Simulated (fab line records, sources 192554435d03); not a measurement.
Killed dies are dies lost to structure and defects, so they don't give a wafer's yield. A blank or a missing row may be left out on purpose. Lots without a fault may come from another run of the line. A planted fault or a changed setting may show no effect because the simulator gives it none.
A struck lot beside a sound one | flow n5_finfet | 37 steps out of a route of 1938
Sound: wafers L177.1, L177.2, L177.3. Struck: wafers L178.2, L178.3, L178.5. The cause comes at the end.
At each step with rows: each side's tool, then ch and its chambers, then its first start. Under that, the readings that differ: sound wafers | struck wafers | difference of the means | sigmas: that difference in standard deviations of wafers without a fault.
alike: readings whose means differ by less than 2 such deviations, and words and numbers that are the same on both sides. not compared: withheld readings, readings that some wafer has no value for, bounds like >300 that may hide the same value, and numbers for which the record gives no deviation and whose values overlap.
The two part at a step that has a row with sigmas, a row that says differs or no value, or rows on one side only. Numbers that don't overlap but have no deviation are shown without sigmas and don't part them. A reading that every wafer of one side lacks parts them only if that side has two wafers or more.

first, 9 steps without rows for these wafers: N5_PASSIVATION_EBR_06; N5_PASSIVATION_SOFTBAKE_05 (time 90 s); N5_PASSIVATION_EXPOSE_07 (exposes mask TV, defocus 0 nm, target cd 3000 nm); N5_PASSIVATION_PEB_08; N5_PASSIVATION_DEVELOP_09 (develop time 60 s); N5_PASSIVATION_HARDBAKE_11 (time 120 s); N5_PASSIVATION_DESCUM_12 (chemistry O2, time 7.9 s); N5_PASSIVATION_PASS_ETCH_74 (etches SiNx in CF4/O2, target depth 220 nm, time 110 s); N5_PASSIVATION_VIA_ETCH_13 (etches SiO2 in CHF3/O2, target depth 660 nm, time 330 s).
N5_PASSIVATION_STRIP_14: strips in O2.
  sound on rie_diel-05 ch 0,1,3, day 16 16:22; struck on rie_diel-05 ch 0,1,3, day 17 07:08
  alike: drypump_motor_current_A, o2_flow_sccm, oes_product_au, rf_vpp_V, showerhead_plenum_p_Torr, throttle_valve_pct
  not compared: rf_hours_counter_h
then, 26 steps without rows for these wafers: N5_PASSIVATION_ETCH_15 (etches SiCN in CF4/N2, target depth 75 nm, time 81.2 s); N5_PASSIVATION_STRIP_73 (strips in post etch residue remover, time 60 s); N5_PASSIVATION_SRD_17 (time 30 s, dry time 30 s); N5_PASSIVATION_DEGAS_18 (time 60 s); N5_PASSIVATION_PRE_CLEAN_19; N5_PASSIVATION_SPUTTER_20 (material TaN, target thk 50 nm); N5_PASSIVATION_AL_DEP_21 (deposits Al, target thk 2800 nm, time 170 s); N5_PASSIVATION_HMDS_23 (time 60 s); N5_PASSIVATION_COAT_24; N5_PASSIVATION_EBR_26; N5_PASSIVATION_SOFTBAKE_25 (time 90 s); N5_PASSIVATION_EXPOSE_27 (exposes mask PAD, defocus 0 nm); N5_PASSIVATION_PEB_28; N5_PASSIVATION_DEVELOP_29 (develop time 60 s); N5_PASSIVATION_HARDBAKE_31 (time 120 s); N5_PASSIVATION_DESCUM_32 (chemistry O2, time 7.9 s); N5_PASSIVATION_AL_ETCH_33 (etches Al in Cl2/BCl3, stops on TaN, target depth 2800 nm, time 466.7 s); N5_PASSIVATION_ETCH_59 (etches TaN in Cl2/BCl3, target depth 65 nm, time 34.9 s); N5_PASSIVATION_STRIP_34 (strips in O2); N5_PASSIVATION_STRIP_51 (strips in post etch residue remover, time 1200 s); N5_PASSIVATION_CLEAN_69 (cleans in IPA, time 180 s); N5_PASSIVATION_SRD_70 (time 30 s); N5_PASSIVATION_PECVD_53 (deposits SiO2 from TEOS/O2, target thk 800 nm, time 169.4 s); N5_PASSIVATION_PECVD_35 (deposits SiNx from SiH4/NH3/N2, target thk 700 nm, time 151.3 s); N5_PASSIVATION_HMDS_37 (time 60 s); N5_PASSIVATION_COAT_38.
N5_PASSIVATION_PROBE_49:
  the record has rows for the struck wafers here (prober-02, day 17 13:38) and none for the sound ones

WHERE THEY PART
Only at N5_PASSIVATION_PROBE_49, within this record.

WHY: what the simulator had put in
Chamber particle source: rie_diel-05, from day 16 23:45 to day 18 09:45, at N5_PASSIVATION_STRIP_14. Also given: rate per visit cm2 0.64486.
